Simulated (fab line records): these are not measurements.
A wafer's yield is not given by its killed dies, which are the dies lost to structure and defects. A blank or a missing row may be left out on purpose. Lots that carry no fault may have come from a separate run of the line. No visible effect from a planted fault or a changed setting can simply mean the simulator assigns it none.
The same fault as seen by 2 desks    flow nand_harc    numbers are kept per desk, each desk with only its own; the story behind them comes last

## TOOL OWNER'S DESK, arfi_scanner-02
The tool's own readings at NHARC_A_CONTACT_EXPOSE_39 (exposes mask A CC 3): means of the sampled wafers that have a number, for each lot that ran on this tool. The brackets show how far a lot's mean lies from the usual mean; more than 4 standard deviations puts the lot out of limits, marked OUT.
Columns: A = exposure_dose_mJ_cm2 at NHARC_A_CONTACT_EXPOSE_39, usual 58.80; B = focus_offset_nm at NHARC_A_CONTACT_EXPOSE_39, usual -0.1 nm
lot   first seen here  A                        B
L242  day 17 10:14     58.89                    0.0
L246  day 17 17:01     58.87                    -0.7
L251  day 19 10:53     58.82                    0.0
L250  day 19 15:38     79.84 (+99 or more) OUT  0.5
L253  day 19 15:53     75.62 (+99 or more) OUT  -0.5
L252  day 19 21:53     73.95 (+99 or more) OUT  -0.2
This desk finds L250, L252, L253 out of limits, L250 being first, at day 19 15:38 (exposure_dose_mJ_cm2 at NHARC_A_CONTACT_EXPOSE_39). L242, L246, L251: within limits.

## METROLOGY DESK
Lot by lot, what the gauges showed, no matter which tool ran the lot: averages of those sampled wafers that carry a number. The brackets show how far a lot's mean lies from the usual mean; more than 4 standard deviations puts the lot out of limits, marked OUT.
Columns: A = cd_nm at NHARC_A_CONTACT_CD_MEAS_42, usual 200.1 nm
lot   first seen here  A
L241  day 16 11:37     200.2
L245  day 17 06:16     200.6
L242  day 17 10:23     199.9
L246  day 17 17:09     200.6
L248  day 18 18:34     200.3
L251  day 19 11:01     200.5
L250  day 19 15:46     216.4 (+27) OUT
L253  day 19 16:02     213.9 (+23) OUT
L252  day 19 22:02     212.2 (+20) OUT
L255  day 20 02:08     200.7
L257  day 20 03:49     200.4
L261  day 21 12:28     200.0
This desk finds L250, L252, L253 out of limits, L250 being first, at day 19 15:46 (cd_nm at NHARC_A_CONTACT_CD_MEAS_42). L241, L245, L242, L246, L248, L251, L255, L257, L261: within limits.

## TAKEN TOGETHER
The tool owner's desk had the chance to raise an alarm at day 19 15:38 on L250, L252, L253.
Metrology desk: alarm possible at day 19 15:46 on L250, L252, L253.
On arfi_scanner-02, each named lot ran NHARC_A_CONTACT_EXPOSE_39.

## WHAT THE SIMULATOR PUT IN
Drift in process parameters on arfi_scanner-02 at NHARC_A_CONTACT_EXPOSE_39, starting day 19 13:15. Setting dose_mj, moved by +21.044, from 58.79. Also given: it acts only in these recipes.
Shown lots that were struck: L250, L252, L253.
Time in hours from fault onset to the first out-of-limits reading at each desk: tool owner's desk 2, metrology desk 3.
